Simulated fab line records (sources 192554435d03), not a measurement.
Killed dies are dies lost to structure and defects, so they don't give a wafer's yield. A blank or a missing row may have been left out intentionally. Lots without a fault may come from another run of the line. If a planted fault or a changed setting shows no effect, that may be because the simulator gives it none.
Split-lot study ; flow n5Finfet ; route with 1938 steps; 7 lots, 39 wafers read

## ABOUT THE SPLIT
At N5_BEOL_M14_SPUTTER_43 (material TaN, target thk 15 nm, time 24.19 s), the setting targetThkA was moved away from the recipe's 150 angstrom on 15 of the 39 wafers read, by -56.0% to +49.1%. For the rest of the wafers, this setting stayed at what the recipe calls for.

## FROM THE SPLIT TO THE READING: what the file shows between them, 4 steps
- N5_BEOL_M14_SPUTTER_44: material Ta, target thk 15 nm, time 24.19 s
- N5_BEOL_M14_SPUTTER_45: material Cu, target thk 100 nm, time 16.67 s
- N5_BEOL_M14_ECD_47: material Cu, target thk 1248 nm
- N5_BEOL_M14_ANNEAL_48: time 90 s

## THE READING
barrierFieldEndpointS, in s, at N5_BEOL_M14_CMP_49 (polishes, stops on SiO2, t overpolish 5.2 s, target thk 560 nm). Fault-free wafers of this fab line usually give 11.49 s, standard deviation 0.25 s.

wafer;tool, chamber at the split;targetThkA as run, angstrom;against the recipe;barrierFieldEndpointS, s;against lot-mates on the recipe
L080.3;pvdSputter-02, -;150;recipe;11.47;-
L080.4;pvdSputter-02, -;150;recipe;11.43;-
L080.2;pvdSputter-02, -;223.7;+49.1%;13.85;+2.31
L080.1;pvdSputter-02, -;150;recipe;11.72;-
L080.5;pvdSputter-02, -;223.7;+49.1%;14.41;+2.87
L080.6;pvdSputter-02, -;223.7;+49.1%;14.22;+2.68
L081.2;pvdSputter-02, -;150;recipe;12.00;-
L081.3;pvdSputter-02, -;150;recipe;11.78;-
L081.1;pvdSputter-02, -;150;recipe;11.94;-
L081.4;pvdSputter-02, -;117;-22.0%;10.18;-1.73
L081.5;pvdSputter-02, -;117;-22.0%;10.63;-1.28
L081.6;pvdSputter-02, -;117;-22.0%;10.38;-1.53
L083.2;pvdSputter-03, -;150;recipe;11.37;-
L083.4;pvdSputter-03, -;150;recipe;11.33;-
L083.3;pvdSputter-03, -;65.94;-56.0%;8.14;-3.18
L083.1;pvdSputter-03, -;65.94;-56.0%;8.37;-2.95
L083.6;pvdSputter-03, -;150;recipe;11.26;-
L083.5;pvdSputter-03, -;65.94;-56.0%;8.28;-3.04
L086.2;pvdSputter-03, -;150;recipe;11.15;-
L086.3;pvdSputter-03, -;150;recipe;11.29;-
L086.5;pvdSputter-03, -;150;recipe;11.17;-
L091.2;pvdSputter-01, -;74.86;-50.1%;8.54;-2.93
L091.4;pvdSputter-01, -;74.86;-50.1%;8.68;-2.79
L091.3;pvdSputter-01, -;150;recipe;11.66;-
L091.1;pvdSputter-01, -;150;recipe;11.41;-
L091.6;pvdSputter-01, -;74.86;-50.1%;8.97;-2.50
L091.5;pvdSputter-01, -;150;recipe;11.35;-
L089.4;pvdSputter-02, -;150;recipe;11.71;-
L089.1;pvdSputter-02, -;150;recipe;11.55;-
L089.3;pvdSputter-02, -;150;recipe;11.57;-
L089.2;pvdSputter-02, -;203.1;+35.4%;13.48;+1.87
L089.6;pvdSputter-02, -;203.1;+35.4%;13.39;+1.78
L089.5;pvdSputter-02, -;203.1;+35.4%;13.46;+1.85
L096.4;pvdSputter-03, -;150;recipe;11.87;-
L096.2;pvdSputter-03, -;150;recipe;11.95;-
L096.1;pvdSputter-03, -;150;recipe;11.59;-
L096.3;pvdSputter-03, -;150;recipe;11.52;-
L096.5;pvdSputter-03, -;150;recipe;11.80;-
L096.6;pvdSputter-03, -;150;recipe;11.88;-

THE FIT
A straight line over all 39 wafers: barrierFieldEndpointS changes by +0.0557 s for each +1% of targetThkA; r = +0.99; the points scatter about the line by 0.24 s.
The same after taking each lot's own level away (the mean of its wafers on the recipe; 39 wafers): +0.0545 s for each +1%; r = +0.99; scatter 0.16 s.
According to that fit, moving targetThkA by its largest amount changes the reading by 3.1 s.
The lots' own levels span 11.203 to 11.907 s, that is 2.8 times the standard deviation above.
Hence the lot-to-lot level has little effect on the slope; both slopes agree.
Check: with one of the wafers moved furthest among these (-56.0%) left out of the fit, the line predicts -3.08 s for it against its lot-mates. Against them it came out at -3.18 s.

## THE WHOLE CHAIN: every reading that the file lists as answering this split, in the file's order
step;what it does;reading;change (the file's fit);r (the file's)
N5_BEOL_M14_SPUTTER_43;material TaN, target thk 15 nm, time 24.19 s;TaN_of_BEOL_M14_SPUTTER_43.thkNm (the simulator's own value, which no gauge read);+0.15 nm for each +1% of the setting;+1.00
N5_BEOL_M14_CMP_49;polishes, stops on SiO2, t overpolish 5.2 s, target thk 560 nm;barrierFieldEndpointS;+0.0546 s for each +1% of the setting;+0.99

## THE FILE'S OWN FIT
barrierFieldEndpointS changes by +0.0546 s for each +1% of targetThkA, r = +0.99.
